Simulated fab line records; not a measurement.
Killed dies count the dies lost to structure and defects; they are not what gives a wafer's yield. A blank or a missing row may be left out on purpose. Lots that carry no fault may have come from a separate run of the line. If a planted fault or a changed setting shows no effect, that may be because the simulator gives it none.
Chamber matching + flow n5-finfet + N5_BEOL_M6_CURE_75 on uv-cure-01: 3 sister chambers
The step cures SiCOH lowk, time 120 s. 24 wafers are shown with their chamber, then 12 later ones without.

## WAFERS WITH THEIR CHAMBER
| wafer  | chamber | wafer_temp_C_max | lamp-power-pct (%) |
|--------|---------|------------------|--------------------|
| L074.2 | 2       | 371.7            | 52.34              |
| L074.5 | 2       | 371.5            | 52.36              |
| L074.6 | 2       | 371.7            | 52.30              |
| L078.1 | 0       | 371.3            | 52.36              |
| L078.3 | 0       | 370.8            | 52.32              |
| L078.5 | 0       | 371.2            | 52.31              |
| L081.1 | 0       | 371.3            | 52.34              |
| L081.3 | 0       | 371.2            | 52.41              |
| L081.6 | 0       | 371.3            | 52.27              |
| L082.1 | 2       | 371.0            | 52.30              |
| L082.3 | 2       | 371.2            | 52.28              |
| L082.4 | 2       | 371.7            | 52.32              |
| L083.1 | 2       | 371.5            | 52.27              |
| L083.4 | 2       | 371.8            | 52.32              |
| L083.6 | 2       | 371.7            | 52.33              |
| L084.1 | 1       | 371.3            | 52.32              |
| L084.2 | 1       | 371.3            | 52.42              |
| L084.4 | 1       | 371.6            | 52.35              |
| L086.1 | 0       | 371.2            | 52.32              |
| L086.4 | 0       | 370.7            | 52.37              |
| L086.6 | 0       | 371.0            | 52.35              |
| L089.2 | 2       | 372.0            | 52.29              |
| L089.4 | 2       | 371.4            | 52.35              |
| L089.5 | 2       | 371.6            | 52.31              |

SIGNATURES (means of the wafers above)
| reading          | chamber 0 | chamber 1 | chamber 2 | scatter within a chamber |
|------------------|-----------|-----------|-----------|--------------------------|
| wafer_temp_C_max | 371.111   | 371.400   | 371.567   | 0.246                    |
| lamp-power-pct   | 52.3389   | 52.3633   | 52.3142   | 0.0356                   |
Rule: a wafer's distance from a chamber is the root of the sum, over the readings, of the square of ((its reading less the chamber's mean) divided by the reading's scatter). If the next closest chamber is less than 2 further off than the closest, the wafer can't be placed; otherwise it belongs to the closest. The scatter is the square root of a quotient: the sum, over the shown wafers, of each reading's squared deviation from its chamber's mean, divided by wafers minus chambers.

## WAFERS WITH NO CHAMBER GIVEN
| wafer  | wafer_temp_C_max | lamp-power-pct (%) |
|--------|------------------|--------------------|
| L090.1 | 371.9            | 52.35              |
| L090.4 | 371.8            | 52.31              |
| L090.5 | 371.6            | 52.29              |
| L093.1 | 371.1            | 52.35              |
| L093.3 | 370.9            | 52.21              |
| L093.5 | 371.2            | 52.38              |
| L091.1 | 371.6            | 52.32              |
| L091.4 | 371.5            | 52.43              |
| L091.6 | 371.1            | 52.30              |
| L095.1 | 371.1            | 52.47              |
| L095.2 | 371.7            | 52.29              |
| L095.4 | 371.3            | 52.30              |

## WHICH CHAMBER EACH ONE RAN IN
| wafer  | from the rows above          | in truth |
|--------|------------------------------|----------|
| L090.1 | can't be placed: 2 or 1 or 0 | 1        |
| L090.4 | can't be placed: 2 or 1 or 0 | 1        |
| L090.5 | can't be placed: 2 or 1 or 0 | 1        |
| L093.1 | can't be placed: 0 or 1 or 2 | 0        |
| L093.3 | can't be placed: 0 or 2 or 1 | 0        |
| L093.5 | can't be placed: 1 or 0 or 2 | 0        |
| L091.1 | can't be placed: 2 or 1 or 0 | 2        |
| L091.4 | can't be placed: 1 or 0 or 2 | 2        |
| L091.6 | can't be placed: 0 or 2 or 1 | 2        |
| L095.1 | can't be placed: 1 or 0 or 2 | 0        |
| L095.2 | can't be placed: 2 or 1 or 0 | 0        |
| L095.4 | can't be placed: 2 or 0 or 1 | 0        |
0 of 12 placed correctly. These rows do not allow placing 12 (true chamber among the candidates in 12). Placed wrongly: 0.
